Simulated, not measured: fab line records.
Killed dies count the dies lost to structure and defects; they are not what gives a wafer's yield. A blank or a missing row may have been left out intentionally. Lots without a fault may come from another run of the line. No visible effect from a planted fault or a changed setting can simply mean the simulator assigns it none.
The tool behind it: which one?	flow n5-finfet	11 lots, 32 wafers sampled, at 5 steps of a route of 1938

## WHAT EACH GAUGE READ, for each wafer
Not one reading of a measure or inspect step in the record can be checked against a usual standard deviation.

## EACH LOT AND THE TOOL THAT RAN IT (in order: tool; ch and the chambers of the sampled wafers; start)
lot	N5_BEOL_M0_SAQP_SPACER1_ETCHBACK_99	N5_BEOL_M0_SAQP_ETCH_101	N5_BEOL_M0_SAQP_STRIP_108	N5_BEOL_M0_SAQP_EXPOSE_37	N5_PASSIVATION_PROBE_49
L919	rie-diel-02 ch 0,2, day 5 15:56	rie-diel-05 ch 0,3, day 5 16:10	rie-diel-06 ch 2,3, day 5 16:56	euv-scanner-02 ch 0, day 5 18:28	prober-01, day 16 10:32
L924	rie-diel-06 ch 0,1, day 7 03:45	rie-diel-02 ch 1,2,3, day 7 03:59	rie-diel-02 ch 0,2,3, day 7 04:45	euv-scanner-01 ch 0, day 7 05:53	-
L923	rie-diel-06 ch 1,2,3, day 7 08:58	rie-diel-02 ch 1,2, day 7 09:12	rie-diel-02 ch 0,3, day 7 10:13	euv-scanner-01 ch 0, day 7 11:55	-
L926	rie-diel-06 ch 2,3, day 7 09:36	rie-diel-06 ch 0,1, day 7 10:06	rie-diel-06 ch 1,3, day 7 11:22	euv-scanner-01 ch 0, day 7 12:32	-
L930	rie-diel-06 ch 0,1,3, day 8 15:14	rie-diel-06 ch 0,1,2, day 8 15:37	rie-diel-05 ch 0,1,2, day 8 16:27	euv-scanner-01 ch 0, day 8 17:40	-
L932	rie-diel-02 ch 0,1,2, day 8 21:38	rie-diel-05 ch 0,1,2, day 8 21:52	rie-diel-05 ch 1,2, day 8 22:38	euv-scanner-02 ch 0, day 8 23:57	-
L933	rie-diel-05 ch 0,1,3, day 9 04:41	rie-diel-06 ch 0,1,2, day 9 04:55	rie-diel-05 ch 0,2,3, day 9 05:47	euv-scanner-01 ch 0, day 9 07:02	prober-02, day 20 11:36
L934	rie-diel-05 ch 0,2,3, day 9 15:23	rie-diel-02 ch 0,2,3, day 9 15:38	rie-diel-06 ch 1,2, day 9 16:23	euv-scanner-01 ch 0, day 9 17:44	prober-01, day 19 15:51
L935	rie-diel-05 ch 0,3, day 9 20:14	rie-diel-02 ch 0,1, day 9 20:28	rie-diel-06 ch 1,2,3, day 9 21:23	euv-scanner-01 ch 0, day 9 22:54	prober-01, day 20 17:56
L938	rie-diel-02 ch 1,2,3, day 10 17:19	rie-diel-02 ch 0,1,3, day 10 17:32	rie-diel-05 ch 0,1,3, day 10 18:19	euv-scanner-02 ch 0, day 10 19:26	-
L941	rie-diel-05 ch 0,2,3, day 11 06:15	rie-diel-05 ch 0,2,3, day 11 06:29	rie-diel-06 ch 0,1, day 11 07:16	euv-scanner-02 ch 0, day 11 08:35	-
- N5_BEOL_M0_SAQP_SPACER1_ETCHBACK_99: etches SiO2 in CHF3/O2, target depth 15.4 nm, time 7.7 s.
- N5_BEOL_M0_SAQP_ETCH_101: etches SiNx in CH3F/O2, target depth 29.9 nm, time 42.7 s.
- N5_BEOL_M0_SAQP_STRIP_108: strips in N2/H2.
- N5_BEOL_M0_SAQP_EXPOSE_37: exposes mask M0 CUT1, target cd 30 nm.
- N5_PASSIVATION_PROBE_49

## WHAT THE TOOLS THEMSELVES READ (means of the sampled wafers that have a number; where no wafer has one, the mark that the record gives instead)
N5_BEOL_M0_SAQP_SPACER1_ETCHBACK_99. Usual: drypump-motor-current-A 5.6 A, standard deviation 0.47; oes-product-au 0.76 a.u., standard deviation 0.063; rf-vpp-V 532 V, standard deviation 15; showerhead-plenum-p-Torr 2.41 Torr, standard deviation 0.098; throttle-valve-pct 18.93 %, standard deviation 0.21.
lot	tool	drypump-motor-current-A (A)	oes-product-au (a.u.)	rf-vpp-V (V)	showerhead-plenum-p-Torr (Torr)	throttle-valve-pct (%)	flag
L919	rie-diel-02	5.0	0.71	526	2.37	19.02	
L924	rie-diel-06	5.7	0.80	537	2.45	18.85	
L923	rie-diel-06	5.7	0.74	528	2.47	18.87	
L926	rie-diel-06	5.7	0.70	523	2.43	19.02	
L930	rie-diel-06	5.8	0.86	535	2.47	18.79	
L932	rie-diel-02	5.4	0.74	532	2.42	18.95	
L933	rie-diel-05	5.5	0.72	528	2.37	19.01	
L934	rie-diel-05	5.6	0.75	530	2.38	18.90	
L935	rie-diel-05	5.5	0.73	532	2.31	18.90	
L938	rie-diel-02	5.7	0.78	542	2.43	18.89	
L941	rie-diel-05	5.6	0.74	529	2.38	18.92	

N5_BEOL_M0_SAQP_ETCH_101. Usual: drypump-motor-current-A 5.6 A, standard deviation 0.48; oes-product-au 0.76 a.u., standard deviation 0.065; rf-vpp-V 302 V, standard deviation 9; showerhead-plenum-p-Torr 2.01 Torr, standard deviation 0.084; throttle-valve-pct 16.42 %, standard deviation 0.2.
lot	tool	drypump-motor-current-A (A)	oes-product-au (a.u.)	rf-vpp-V (V)	showerhead-plenum-p-Torr (Torr)	throttle-valve-pct (%)	flag
L919	rie-diel-05	5.3	0.74	304	1.91	16.34	
L924	rie-diel-02	5.7	0.79	308	2.03	16.33	
L923	rie-diel-02	5.5	0.75	299	2.08	16.30	
L926	rie-diel-06	5.6	0.82	303	2.06	16.13	
L930	rie-diel-06	5.6	0.77	300	2.02	16.30	
L932	rie-diel-05	5.6	0.75	296	2.03	16.46	
L933	rie-diel-06	5.6	0.76	300	2.02	16.31	
L934	rie-diel-02	5.2	0.74	305	1.95	16.56	
L935	rie-diel-02	5.3	0.73	304	1.95	16.61	
L938	rie-diel-02	5.6	0.77	311	1.96	16.53	
L941	rie-diel-05	5.6	0.74	300	1.97	16.38	

N5_BEOL_M0_SAQP_STRIP_108. Usual: value, then standard deviation, for each; bias-power-w 28.00 W / 0.079; drypump-motor-current-A 5.6 A / 0.41; n2-flow-sccm 299.9 sccm / 0.86; oes-product-au 0.77 a.u. / 0.069; rf-vpp-V 121.9 V / 1.1; showerhead-plenum-p-Torr 3.39 Torr / 0.13; throttle-valve-pct 19.1 % / 0.51.
lot	tool	bias-power-w (W)	drypump-motor-current-A (A)	n2-flow-sccm (sccm)	oes-product-au (a.u.)	rf-vpp-V (V)	showerhead-plenum-p-Torr (Torr)	throttle-valve-pct (%)	flag
L919	rie-diel-06	28.02	5.8	298.9	0.71	122.7	3.38	19.1	
L924	rie-diel-02	28.03	5.2	300.3	0.77	121.0	3.31	19.6	
L923	rie-diel-02	27.98	5.1	299.5	0.76	120.6	3.21	19.7	
L926	rie-diel-06	27.91	5.7	300.1	0.78	122.5	3.49	18.5	
L930	rie-diel-05	28.01	5.6	300.0	0.73	122.2	3.41	19.3	
L932	rie-diel-05	27.96	5.9	300.2	0.76	123.1	3.52	19.6	
L933	rie-diel-05	27.99	5.6	300.8	0.74	122.0	3.32	19.2	
L934	rie-diel-06	28.07	5.6	300.3	0.73	122.0	3.37	18.7	
L935	rie-diel-06	28.08	5.8	300.2	0.82	122.4	3.41	18.6	
L938	rie-diel-05	28.02	5.5	299.4	0.71	122.1	3.30	19.0	
L941	rie-diel-06	28.01	5.7	299.9	0.78	122.0	3.42	19.0	

N5_BEOL_M0_SAQP_EXPOSE_37. Usual: exposure-dose-mJ-cm2 reads 44.72 (standard deviation 0.041).
lot	tool	exposure-dose-mJ-cm2	flag
L919	euv-scanner-02	44.73	
L924	euv-scanner-01	44.72	
L923	euv-scanner-01	44.73	
L926	euv-scanner-01	44.72	
L930	euv-scanner-01	45.84	OFF
L932	euv-scanner-02	44.75	
L933	euv-scanner-01	45.63	OFF
L934	euv-scanner-01	45.38	OFF
L935	euv-scanner-01	45.26	OFF
L938	euv-scanner-02	44.73	
L941	euv-scanner-02	44.76	

N5_PASSIVATION_PROBE_49. Usual: defect-limited-yield 90.9 %, standard deviation 1.6; killed_at_M0_to_M3 37, standard deviation 11; killed_at_M4_up 15, standard deviation 5.6; killed-at-contacts 13, standard deviation 6.4; killed-at-front-end 39, standard deviation 11; killed-at-other 4, standard deviation 3.1; killed-dies 107, standard deviation 19; killed-open 71, standard deviation 14; killed-short 34, standard deviation 7.8; sort_bin_5_function 5.3 %, standard deviation 1; sort_bin_6_memory 3.4 %, standard deviation 0.72; sort_bin_8_speed 0.0 %, standard deviation 0.42; sort-n-pass 1072, standard deviation 20; sort-yield-pct 90.9 %, standard deviation 1.7.
lot	tool	defect-limited-yield (%)	killed_at_M0_to_M3	killed_at_M4_up	killed-at-contacts	killed-at-front-end	killed-at-other	killed-dies	killed-open	killed-short	sort_bin_5_function (%)	sort_bin_6_memory (%)	sort_bin_8_speed (%)	sort-n-pass	sort-yield-pct (%)	flag
L919	prober-01	92.7	32	14	7	30	4	87	51	32	4.2	2.9	0.0	1093	92.7	
L933	prober-02	93.2	31	7	8	32	2	80	49	28	3.1	3.1	0.0	1100	93.2	
L934	prober-01	90.9	29	22	24	31	1	107	68	39	5.2	3.6	0.0	1073	90.9	
L935	prober-01	92.7	22	16	11	34	4	86	57	29	4.8	2.4	0.0	1094	92.7	

## THE ANSWER, worked out from the rows above alone
Rule: take the mean of a lot's wafers that have a number; if it is more than 3 standard deviations from the usual mean, the lot is off. A lot without any number at a reading at which 4 lots or more have one is off too. Where the step has rows for the other lots, those lots are counted as sound. First the gauges in route order, then the tools' own readings, where a lot's mean is used as printed above. At the first step where some lot is off, the reading lying furthest off is the one used; lots without a number count as furthest.
Off: L930, L933, L934, L935 (N5_BEOL_M0_SAQP_EXPOSE_37, exposure-dose-mJ-cm2).
A tool fits if, at that step or a process step before it, it ran every lot that is off, and no sound lot after the first of them. One fits: euv-scanner-01 at N5_BEOL_M0_SAQP_EXPOSE_37. A fault onset in the window from L926 (day 7 12:32, its last sound lot) to L930 (day 8 17:40, its first lot off) fits.
The tool's own readings at N5_BEOL_M0_SAQP_EXPOSE_37 bear it out: on the lots that are off they differ by more than 5 times the standard deviation of the sound lots' means. exposure-dose-mJ-cm2 reads 45.53 there against 44.73 on the sound lots.

## WHAT THE SIMULATOR PUT IN
Process parameters drifting: euv-scanner-01 at N5_BEOL_M0_SAQP_EXPOSE_37, beginning at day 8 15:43. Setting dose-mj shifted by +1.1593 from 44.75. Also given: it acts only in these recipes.
Lots struck among those shown: L930, L933, L934, L935. This agrees with what the rule above found.
